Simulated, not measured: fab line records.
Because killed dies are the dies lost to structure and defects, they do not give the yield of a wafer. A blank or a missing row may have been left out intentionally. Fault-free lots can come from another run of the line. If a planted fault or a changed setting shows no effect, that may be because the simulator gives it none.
Chamber matching -- flow n5 finfet -- rie diel-06 running N5_FIN_SAQP_ETCH_52: 4 sister chambers
The step etches SOC in N2/H2, target depth 100 nm, overetch 20 nm, time 150 s. 8 wafers are shown with their chamber, then 8 later ones without.

EACH WAFER AND ITS CHAMBER
wafer,chamber,drypump motor current A (A),throttle valve pct (%)
L075.6,3,5.4,18.21
L079.3,3,5.5,18.25
L091.5,1,4.9,18.02
L091.6,2,6.6,17.86
L092.2,1,4.9,18.02
L092.3,2,6.6,17.87
L092.6,0,5.6,17.71
L093.2,0,5.6,17.74

WAFERS MISSING THEIR CHAMBER
wafer,drypump motor current A (A),throttle valve pct (%)
L093.3,4.9,18.05
L093.5,6.6,17.88
L094.1,5.4,18.28
L094.5,5.6,17.72
L094.6,5.5,18.29
L097.2,6.6,17.90
L097.3,5.6,17.76
L097.5,5.6,17.74

EACH ONE'S CHAMBER
wafer,from the rows above,in truth
L093.3,1,1
L093.5,2,2
L094.1,3,3
L094.5,0,0
L094.6,3,3
L097.2,2,2
L097.3,0,0
L097.5,0,0
Placed correctly: 8 of 8. From these rows, 0 cannot be placed. Placed wrongly: 0.
How it was worked out, from the rows above alone: a wafer's distance from a chamber is the root of the sum, over the readings, of the square of ((its reading less the chamber's mean) divided by the reading's scatter). The wafer belongs to the nearest chamber; if the next one is less than 2 further off, it can't be placed. The mean given for a chamber averages the wafers shown for that chamber. The scatter: take each reading less its chamber's mean, square it, sum over the shown wafers, divide by the number of wafers less the number of chambers, and take the root.
